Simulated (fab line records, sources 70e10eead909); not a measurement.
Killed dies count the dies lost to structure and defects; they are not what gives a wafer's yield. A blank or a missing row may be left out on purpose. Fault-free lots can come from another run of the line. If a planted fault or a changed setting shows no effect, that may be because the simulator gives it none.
fab line records | flow nand_harc
[record] lots = 6 wafers = 18 last_day = 27
route steps=1159 shown A_CONTACT@909 END@1159
lots that met no fault: taken from a fault-free run of the same line
start_h: start of the lot's first displayed wafer, in hours after the record's first day | wait_h: hours since the lot's step before | " identical to the entry in the row above | L1.1+2: a single row standing in for several wafers | - either no value or no given start | * or withheld: withheld | < > ~ a bound
route shown NAME@n: names a module that has steps shown in the file, with the first one's number in the route | usual: mean/standard deviation taken from wafers without a fault | same: alike in all rows | chamber/n: place in a boat | sites: readings site by site | _std_site: the values' standard deviation | _edge_site: outer sites' mean less inner sites' | radius_mm: for every site, how far away it sits from the centre of the wafer | mask NAME#n: copy n | behind: the tool/chamber that last shaped the wafer | hold: why the lot went on hold/how many hours it stayed there/how the hold came to an end | device: transistor that didn't switch, given as n, p or np | end of line: tests of these same wafers at the route's end | step lacking rows: just its recipe | killed: not the wafer's yield, but the dies lost to structure and defects at the first sort | map: a wafer's dies, marking killed ones x, the rest . and places with no die _
set.NAME: the setting as run; set.NAME@STEP: as run at that earlier step | model.NAME: the simulator's own value behind a step, which no gauge read
a table for each step, a row for each wafer; lots at some steps of the route
services: when a tool's chamber went out of use (start_h, in hours from the record's first day, below 0 if earlier), for how many hours, and the reason
[[steps]]
[step NHARC_A_CONTACT_ETCH_129]
[recipe] source_w = withheld pressure_mtorr = 20 bias_v = 1200 time_s = 155 target_depth_a = 9560 ar_flow_sccm = withheld c4f8_flow_sccm = withheld o2_flow_sccm = withheld chemistry = C4F8/O2/Ar
// columns lot.wafer tool chamber start_h wait_h rf_hours_counter_h
L993.2 har_cap_etch-03 0 386.24 0.1 85
L993.4 " 0 " " -
L993.3 " 1 " " -
L999.3 har_cap_etch-03 0 498.82 0.1 -
L999.6 " 0 " " -
L999.5 " 1 " " -
L100.1 har_cap_etch-02 1 507.84 0.1 25
L100.6 " 1 " " -
L100.5 " 0 " " -
L111.1 har_cap_etch-03 0 522.15 0.1 104
L111.3 " 0 " " -
L111.4 " 1 " " -
L115.1 har_cap_etch-02 0 552.88 0.1 37
L115.3 " 1 " " -
L115.4 " 0 " " -
L114.4 har_cap_etch-02 1 562.28 0.1 -
L114.3 " 0 " " -
L114.5 " 0 " " -
[step NHARC_A_CONTACT_ETCH_130]
[recipe] source_w = withheld pressure_mtorr = 20 bias_v = 1200 time_s = 155 target_depth_a = 9560 ar_flow_sccm = withheld c4f8_flow_sccm = withheld o2_flow_sccm = withheld chemistry = C4F8/O2/Ar
[step NHARC_A_CONTACT_ETCH_131]
[recipe] source_w = withheld pressure_mtorr = 20 bias_v = 1200 time_s = 155 target_depth_a = 9560 ar_flow_sccm = withheld c4f8_flow_sccm = withheld o2_flow_sccm = withheld chemistry = C4F8/O2/Ar
[step NHARC_A_CONTACT_ETCH_132]
[recipe] source_w = withheld pressure_mtorr = 20 bias_v = 1200 time_s = 156 target_depth_a = 9580 ar_flow_sccm = withheld c4f8_flow_sccm = withheld o2_flow_sccm = withheld chemistry = C4F8/O2/Ar
// columns lot.wafer tool chamber start_h wait_h rf_hours_counter_h
L993.2 har_cap_etch-03 0 386.67 0.1 85
L993.4 " 0 " " -
L993.3 " 1 " " -
L999.3 har_cap_etch-03 0 499.24 0.1 -
L999.6 " 0 " " -
L999.5 " 1 " " -
L100.1 har_cap_etch-02 1 508.27 0.1 25
L100.6 " 1 " " -
L100.5 " 0 " " -
L111.1 har_cap_etch-03 0 522.57 0.1 105
L111.3 " 0 " " -
L111.4 " 1 " " -
L115.1 har_cap_etch-02 0 553.30 0.1 37
L115.3 " 1 " " -
L115.4 " 0 " " -
L114.4 har_cap_etch-02 1 562.70 0.1 -
L114.3 " 0 " " -
L114.5 " 0 " " -
[step NHARC_A_CONTACT_ETCH_133]
[recipe] source_w = withheld pressure_mtorr = 20 bias_v = 400 time_s = 195 target_depth_a = 8400 ar_flow_sccm = withheld c4f8_flow_sccm = 11.5 o2_flow_sccm = 7.2 chemistry = C4F8/O2/Ar
// columns lot.wafer tool chamber start_h wait_h rf_hours_counter_h
L993.2 har_cap_etch-03 0 386.81 0.1 86
L993.4 " 0 " " -
L993.3 " 1 " " -
L999.3 har_cap_etch-03 0 499.43 0.2 -
L999.6 " 0 " " -
L999.5 " 1 " " -
L100.1 har_cap_etch-02 1 508.41 0.1 25
L100.6 " 1 " " -
L100.5 " 0 " " -
L111.1 har_cap_etch-03 0 522.71 0.1 105
L111.3 " 0 " " -
L111.4 " 1 " " -
L115.1 har_cap_etch-02 0 553.46 0.1 38
L115.3 " 1 " " -
L115.4 " 0 " " -
L114.4 har_cap_etch-02 1 562.89 0.2 -
L114.3 " 0 " " -
L114.5 " 0 " " -
[step NHARC_A_CONTACT_ETCH_91]
[recipe] target_depth_a = 400 over_etch_frac = 0.5 time_s = 85.7 ion_energy_ev = 120 ch3f_flow_sccm = 50 o2_flow_sccm = 30 ar_flow_sccm = 200 rf_w = 500 bias_w = 100 chemistry = CH3F/O2
[usual] bias_w = 100.0/0.33 drypump_motor_current_A = 5.6/0.38 o2_flow_sccm = 30.01/0.092 oes_product_au = 0.96/0.037 rf_vpp_V = 243.9/1.5 showerhead_plenum_p_Torr = 2.41/0.092 throttle_valve_pct = 20.662/0.0093
// columns lot.wafer tool chamber start_h wait_h bias_w drypump_motor_current_A o2_flow_sccm oes_product_au rf_hours_counter_h rf_vpp_V showerhead_plenum_p_Torr throttle_valve_pct
L993.3 rie_diel-13 1 387.38 0.4 100.1 5.4 30.03 1.01 38 244.8 2.39 20.668
L993.4 " 3 " " 100.3 6.5 29.81 1.00 37 248.0 2.65 20.661
L993.2 " 0 " " 99.7 5.4 29.87 1.01 37 245.1 2.49 20.647
L999.3 rie_diel-13 3 499.90 0.4 100.3 6.5 29.97 0.93 18 247.5 2.63 20.658
L999.5 " 3 " " 99.7 6.6 30.03 0.92 - 246.6 2.63 20.671
L999.6 " 0 " " 99.6 5.5 30.07 0.92 - 244.1 2.48 20.665
L100.1 rie_diel-13 2 509.08 0.6 100.0 5.7 29.97 0.92 20 242.2 2.29 20.655
L100.6 " 3 " " 99.8 6.5 30.09 0.92 - 247.0 2.63 20.658
L100.5 " 0 " " 99.7 5.5 29.82 0.93 - 244.5 2.48 20.664
L111.1 rie_diel-11 0 523.28 0.5 99.8 5.5 30.15 0.93 48 241.6 2.28 20.667
L111.4 " 1 " " 99.3 5.7 30.03 0.92 48 243.8 2.46 20.666
L111.3 " 2 " " 100.2 5.8 30.10 0.93 51 242.7 2.38 20.668
L115.1 rie_diel-04 0 554.00 0.5 100.3 5.6 30.02 0.92 19 243.4 2.30 20.668
L115.4 " 1 " " 99.6 5.9 29.98 0.92 16 245.1 2.43 20.670
L115.3 " 2 " " 100.5 5.7 30.08 0.93 18 243.1 2.41 20.678
L114.3 rie_diel-11 3 563.38 0.4 100.1 5.7 30.07 1.00 5 243.7 2.37 20.666
L114.4 " 0 " " 100.1 5.5 29.93 1.00 5 248.7 2.66 20.653
L114.5 " 3 " " 99.8 5.8 29.91 0.99 - 241.8 2.37 20.666
[step NHARC_A_CONTACT_ETCH_97]
[recipe] target_depth_a = 200 over_etch_frac = 0.5 time_s = 10 ion_energy_ev = 250 c4f6_flow_sccm = 25 o2_flow_sccm = 20 ar_flow_sccm = 500 rf_w = 600 bias_w = 500 chemistry = C4F6/O2
[step NHARC_A_CONTACT_CD_MEAS_80]
[usual] cd_nm = 189.6/0.59
// columns lot.wafer tool chamber start_h wait_h cd_nm
L993.2 cd_sem-03 - 387.60 - 189.8
L993.3 " - " " 190.0
L993.4 " - " " 190.2
L999.3 cd_sem-02 - 500.25 - 189.0
L999.5 " - " " 189.1
L999.6 " - " " 189.0
L100.1 cd_sem-02 - 509.25 - 190.0
L100.5 " - " " 190.2
L100.6 " - " " 190.1
L111.1 cd_sem-01 - 523.52 - 189.1
L111.3 " - " " 189.0
L111.4 " - " " 188.7
L115.1 cd_sem-03 - 554.27 - 190.2
L115.3 " - " " 189.8
L115.4 " - " " 190.2
L114.3 cd_sem-03 - 563.63 - 188.9
L114.4 " - " " 188.3
L114.5 " - " " 188.6
[step NHARC_A_CONTACT_STRIP_103]
[recipe] n2_flow_sccm = 150 h2_flow_sccm = 150 ar_flow_sccm = 0 bias_w = 0 chemistry = N2/H2
[step NHARC_A_CONTACT_STRIP_104]
[recipe] cf4_flow_sccm = 100 chf3_flow_sccm = 30 ar_flow_sccm = 0 bias_w = 0 chemistry = CF4/CHF3
[step NHARC_A_CONTACT_STRIP_105]
[recipe] o2_flow_sccm = 400 cos_flow_sccm = 20 ar_flow_sccm = 0 bias_w = 0 chemistry = O2/COS
[step NHARC_A_CONTACT_ETCH_106]
[recipe] target_depth_a = 600 overetch_a = 60 time_s = 33 ion_energy_ev = 100 cf4_flow_sccm = 80 o2_flow_sccm = 20 ar_flow_sccm = 0 rf_w = 300 bias_w = 100 chemistry = CF4/O2
[usual] bias_w = 100.0/0.32 drypump_motor_current_A = 5.6/0.37 o2_flow_sccm = 20.00/0.063 oes_product_au = 1.000/0.0073 rf_vpp_V = 197.3/1.3 showerhead_plenum_p_Torr = 1.31/0.048 throttle_valve_pct = 13.397/0.0093
// columns lot.wafer tool chamber start_h wait_h bias_w drypump_motor_current_A o2_flow_sccm oes_product_au rf_hours_counter_h rf_vpp_V showerhead_plenum_p_Torr throttle_valve_pct
L993.2 rie_diel-13 3 387.92 0.1 100.3 6.6 20.05 1.002 37 201.0 1.44 13.393
L993.3 " 1 " " 100.9 5.3 20.00 1.001 38 196.6 1.30 13.394
L993.4 " 2 " " 100.5 5.7 20.10 1.004 38 197.4 1.25 13.401
L999.3 rie_diel-04 2 500.56 0.1 100.1 5.6 20.04 0.998 6 196.7 1.31 13.413
L999.5 " 3 " " 99.6 4.9 19.96 0.993 - 197.1 1.34 13.389
L999.6 " 0 " " 100.1 5.5 20.05 0.996 - 195.2 1.25 13.390
L100.1 rie_diel-13 1 509.55 0.0 100.5 5.4 20.10 1.002 19 197.3 1.29 13.404
L100.6 " 1 " " 99.7 5.4 20.04 1.001 - 196.2 1.29 13.393
L100.5 " 2 " " 99.9 5.7 20.07 0.998 - 196.0 1.24 13.378
L111.4 rie_diel-04 0 524.49 0.2 99.7 5.6 19.98 0.991 13 195.9 1.25 13.405
L111.3 " 1 " " 100.7 5.9 19.97 0.990 9 199.0 1.32 13.392
L111.1 " 2 " " 99.7 5.6 20.12 0.996 11 196.3 1.31 13.392
L115.1 rie_diel-04 1 554.56 0.1 99.8 5.9 19.90 1.000 16 197.4 1.32 13.396
L115.3 " 2 " " 100.0 5.6 20.03 0.987 18 198.5 1.31 13.382
L115.4 " 3 " " 99.8 4.9 20.04 0.997 18 200.0 1.33 13.381
L114.4 rie_diel-04 0 563.92 0.1 99.9 5.6 19.99 0.993 23 196.2 1.24 13.400
L114.3 " 1 " " 100.2 5.8 19.99 0.987 20 195.9 1.32 13.390
L114.5 " 0 " " 100.3 5.6 20.02 0.997 - 196.5 1.24 13.410
[step NHARC_A_CONTACT_STRIP_82]
[recipe] o2_flow_sccm = 500 ar_flow_sccm = 0 bias_w = 0 chemistry = O2
[usual] bias_w = 0/0 chamber_pressure_mTorr = 60.00/0.051 drypump_motor_current_A = 5.6/0.37 o2_flow_sccm = 500.0/1.5 oes_product_au = 1.001/0.0078 rf_vpp_V = 57.6/0.96 showerhead_plenum_p_Torr = 3.45/0.12 throttle_valve_pct = 17.036/0.0091
// columns lot.wafer tool chamber start_h wait_h bias_w chamber_pressure_mTorr drypump_motor_current_A o2_flow_sccm oes_product_au rf_hours_counter_h rf_vpp_V showerhead_plenum_p_Torr throttle_valve_pct
L993.2 rie_diel-13 1 388.00 - 0 60.00 5.3 499.4 0.992 38 57.1 3.43 17.056
L993.4 " 3 " " 0 59.92 6.5 497.4 1.007 37 57.9 3.79 17.025
L993.3 " 0 " " 0 59.94 5.5 502.3 1.018 37 57.4 3.57 17.037
L999.3 rie_diel-04 3 500.71 - - - - - - - - - -
L999.5 " 2 " " - - - - - - - - -
L999.6 " 3 " " - - - - - - - - -
L100.1 rie_diel-13 2 509.69 - - - - - - - - - -
L100.6 " 3 " " - - - - - - - - -
L100.5 " 0 " " - - - - - - - - -
L111.4 rie_diel-04 1 524.60 - 0 59.95 5.9 498.2 0.993 9 57.0 3.49 17.036
L111.1 " 2 " " 0 60.10 5.7 500.0 0.994 11 57.7 3.47 17.044
L111.3 " 3 " " 0 60.03 5.0 499.8 0.994 12 58.4 3.53 17.031
L115.4 rie_diel-04 3 554.63 - 0 60.03 5.0 500.4 0.995 18 57.6 3.52 17.044
L115.3 " 0 " " 0 60.02 5.6 499.7 0.991 19 56.8 3.30 17.042
L115.1 " 1 " " 0 60.00 5.9 500.9 0.997 16 56.6 3.49 17.030
L114.3 rie_diel-04 3 564.04 - 0 60.04 5.0 502.3 0.991 22 57.8 3.52 17.034
L114.4 " 0 " " 0 60.05 5.6 499.8 0.995 23 56.4 3.30 17.036
L114.5 " 1 " " 0 60.03 5.9 500.3 0.997 - 58.1 3.48 17.027
[step NHARC_A_CONTACT_STRIP_83]
[recipe] time_s = 600 temp_c = 30 chemistry = post_etch_residue_remover
[step NHARC_END_SORT_01]
[recipe] temp_c = 25
[usual] killed_at_array = 28/11 killed_at_other = 0.9/1.2 killed_at_periphery = 2.6/2.1 killed_dies = 31/11 killed_open = 3.1/1.7 killed_short = 1.9/1.3
[same] gross_dies = 677
// columns lot.wafer tool chamber start_h wait_h killed_at_array killed_at_other killed_at_periphery killed_dies killed_open killed_short
L999.3 prober-02 0 573.94 3.1 676 0 1 677 1 3
L999.5 prober-02 0 575.55 3.7 674 2 1 677 3 3
L999.6 prober-02 0 576.36 4.0 673 1 3 677 3 2
L100.1 prober-02 0 586.33 2.5 673 3 1 677 4 3
L100.5 prober-02 0 589.55 3.7 676 1 0 677 4 2
L100.6 prober-02 0 590.36 4.0 672 2 3 677 4 2
// killed by level:class
L999.3 A_CONTACT:area_strip=662 A_CONTACT:chamber_film_flake=6 A_CHANNEL_HOLE_D1:chamber_film_flake=2 A_STAIRCASE:chamber_film_flake=2 P_GATE:geometric_particle:short=1 A_ONON_D1:geometric_particle:short=1 A_SGD_CUT:geometric_particle:open=1 A_WL_FILL:geometric_particle:short=1
L999.5 A_CONTACT:area_strip=654 A_CHANNEL_HOLE_D1:chamber_film_flake=5 A_STAIRCASE:chamber_film_flake=5 A_CHANNEL_FILL_D1:chamber_film_flake=3 A_CONTACT:chamber_film_flake=2 P_M0:geometric_particle:open=1 A_WL_FILL:geometric_particle:short=1 A_CONTACT:geometric_particle:short=1
L999.6 A_CONTACT:area_strip=656 A_CHANNEL_HOLE_D1:chamber_film_flake=7 A_STAIRCASE:chamber_film_flake=4 A_CONTACT:chamber_film_flake=3 P_M0:geometric_particle:open=1 P_M2:geometric_particle:open=1 A_CHANNEL_HOLE_D1:geometric_particle:short=1 A_WL_FILL:geometric_particle:short=1
L100.1 A_CONTACT:area_strip=663 THIN_TSV:chamber_film_flake=3 A_M0:geometric_particle:open=2 P_M0:geometric_particle:open=1 A_ONON_D1:geometric_particle:open=1 A_SGD_CUT:geometric_particle:short=1 A_WL_FILL:geometric_particle:short=1 A_CONTACT:geometric_particle:short=1
L100.5 A_CONTACT:area_strip=661 A_CHANNEL_HOLE_D1:chamber_film_flake=4 A_M0:geometric_particle:open=2 A_CONTACT:chamber_film_flake=2 A_M0:chamber_film_flake=2 A_CHANNEL_HOLE_D1:geometric_particle:short=1 A_CHANNEL_HOLE_D1:geometric_particle:open=1 A_CONTACT:geometric_particle:open=1
L100.6 A_CONTACT:area_strip=658 A_CHANNEL_HOLE_D1:chamber_film_flake=7 THIN_TSV:chamber_film_flake=2 P_M1:geometric_particle:open=1 A_ONON_D1:geometric_particle:short=1 A_CONTACT:geometric_particle:open=1 A_M0:geometric_particle:open=1 A_M0:geometric_particle:short=1
// map L999.3 (x killed, . not)
____________x____________
_________xxxxxxx_________
_______xxxxxxxxxxx_______
______xxxxxxxxxxxxx______
_____xxxxxxxxxxxxxxx_____
____xxxxxxxxxxxxxxxxx____
____xxxxxxxxxxxxxxxxx____
___xxxxxxxxxxxxxxxxxxx___
___xxxxxxxxxxxxxxxxxxx___
__xxxxxxxxxxxxxxxxxxxxx__
__xxxxxxxxxxxxxxxxxxxxx__
_xxxxxxxxxxxxxxxxxxxxxxx_
_xxxxxxxxxxxxxxxxxxxxxxx_
_xxxxxxxxxxxxxxxxxxxxxxx_
_xxxxxxxxxxxxxxxxxxxxxxx_
_xxxxxxxxxxxxxxxxxxxxxxx_
xxxxxxxxxxxxxxxxxxxxxxxxx
xxxxxxxxxxxxxxxxxxxxxxxxx
xxxxxxxxxxxxxxxxxxxxxxxxx
xxxxxxxxxxxxxxxxxxxxxxxxx
xxxxxxxxxxxxxxxxxxxxxxxxx
_xxxxxxxxxxxxxxxxxxxxxxx_
_xxxxxxxxxxxxxxxxxxxxxxx_
_xxxxxxxxxxxxxxxxxxxxxxx_
_xxxxxxxxxxxxxxxxxxxxxxx_
_xxxxxxxxxxxxxxxxxxxxxxx_
__xxxxxxxxxxxxxxxxxxxxx__
__xxxxxxxxxxxxxxxxxxxxx__
___xxxxxxxxxxxxxxxxxxx___
___xxxxxxxxxxxxxxxxxxx___
____xxxxxxxxxxxxxxxxx____
____xxxxxxxxxxxxxxxxx____
_____xxxxxxxxxxxxxxx_____
______xxxxxxxxxxxxx______
_______xxxxxxxxxxx_______
_________xxxxxxx_________
____________x____________
// map L100.1 (x killed, . not)
____________x____________
_________xxxxxxx_________
_______xxxxxxxxxxx_______
______xxxxxxxxxxxxx______
_____xxxxxxxxxxxxxxx_____
____xxxxxxxxxxxxxxxxx____
____xxxxxxxxxxxxxxxxx____
___xxxxxxxxxxxxxxxxxxx___
___xxxxxxxxxxxxxxxxxxx___
__xxxxxxxxxxxxxxxxxxxxx__
__xxxxxxxxxxxxxxxxxxxxx__
_xxxxxxxxxxxxxxxxxxxxxxx_
_xxxxxxxxxxxxxxxxxxxxxxx_
_xxxxxxxxxxxxxxxxxxxxxxx_
_xxxxxxxxxxxxxxxxxxxxxxx_
_xxxxxxxxxxxxxxxxxxxxxxx_
xxxxxxxxxxxxxxxxxxxxxxxxx
xxxxxxxxxxxxxxxxxxxxxxxxx
xxxxxxxxxxxxxxxxxxxxxxxxx
xxxxxxxxxxxxxxxxxxxxxxxxx
xxxxxxxxxxxxxxxxxxxxxxxxx
_xxxxxxxxxxxxxxxxxxxxxxx_
_xxxxxxxxxxxxxxxxxxxxxxx_
_xxxxxxxxxxxxxxxxxxxxxxx_
_xxxxxxxxxxxxxxxxxxxxxxx_
_xxxxxxxxxxxxxxxxxxxxxxx_
__xxxxxxxxxxxxxxxxxxxxx__
__xxxxxxxxxxxxxxxxxxxxx__
___xxxxxxxxxxxxxxxxxxx___
___xxxxxxxxxxxxxxxxxxx___
____xxxxxxxxxxxxxxxxx____
____xxxxxxxxxxxxxxxxx____
_____xxxxxxxxxxxxxxx_____
______xxxxxxxxxxxxx______
_______xxxxxxxxxxx_______
_________xxxxxxx_________
____________x____________
[[services]]
// columns tool chamber start_h hours kind
rie_diel-11 - 366.68 9.0 pm
rie_diel-04 0 371.54 - clean
rie_diel-04 1 371.54 - clean
rie_diel-04 2 371.54 - clean
rie_diel-04 3 371.54 - clean
rie_diel-13 2 394.58 8.5 repair
rie_diel-04 0 396.04 - clean
rie_diel-04 1 396.04 - clean
rie_diel-04 2 396.04 - clean
rie_diel-04 3 396.04 - clean
rie_diel-04 - 403.24 0.5 repair
rie_diel-04 0 420.70 - clean
rie_diel-04 0 442.08 2.6 repair
rie_diel-04 3 443.11 8.3 repair
rie_diel-04 3 451.85 2.1 repair
rie_diel-13 - 453.20 9.0 pm
rie_diel-04 - 465.98 9.0 pm
rie_diel-13 0 466.52 6.0 repair
rie_diel-04 1 479.75 6.5 repair
rie_diel-04 1 494.32 8.7 repair
rie_diel-11 1 517.78 3.9 repair
rie_diel-11 0 535.52 6.0 repair
har_cap_etch-03 - 545.00 17.0 pm
rie_diel-11 - 546.17 9.0 pm
[[key]]
[first_sign] step = NHARC_A_CONTACT_STRIP_82 reading = tool_record direction = missing
[effect] step = NHARC_END_SORT_01 reading = killed_at_array direction = up sigmas = 60 usual = 28 struck = 674
[more_kills_born_at] NHARC_A_CONTACT_STRIP_82@rie_diel-13 = 1981 NHARC_A_CONTACT_STRIP_82@rie_diel-04 = 1972
met_at NHARC_A_CONTACT_STRIP_82
struck_wafers L999.3,L999.5,L999.6,L100.1,L100.5,L100.6
later_rows_left_out L999.3,L999.5,L999.6,L100.1,L100.5,L100.6
tester_left_out L999,L100
onset_between 388.00 500.71
[fault] kind = skipped_step_whole tool = rie_diel-04,rie_diel-13 chamber = - onset_h = 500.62 steps = NHARC_A_CONTACT_STRIP_82 scope = struck_lots_only
// tester_left_out: of these lots the tester's yield and bins aren't shown, on N5 and GAA mostly nor the transistor test; their killed dies are dies lost to structure and defects alone, not to doping, threshold or leakage, so they don't give the yield
// later_rows_left_out: the simulator's readings of these wafers behind a module that went badly wrong aren't trusted and aren't shown, but for the sort
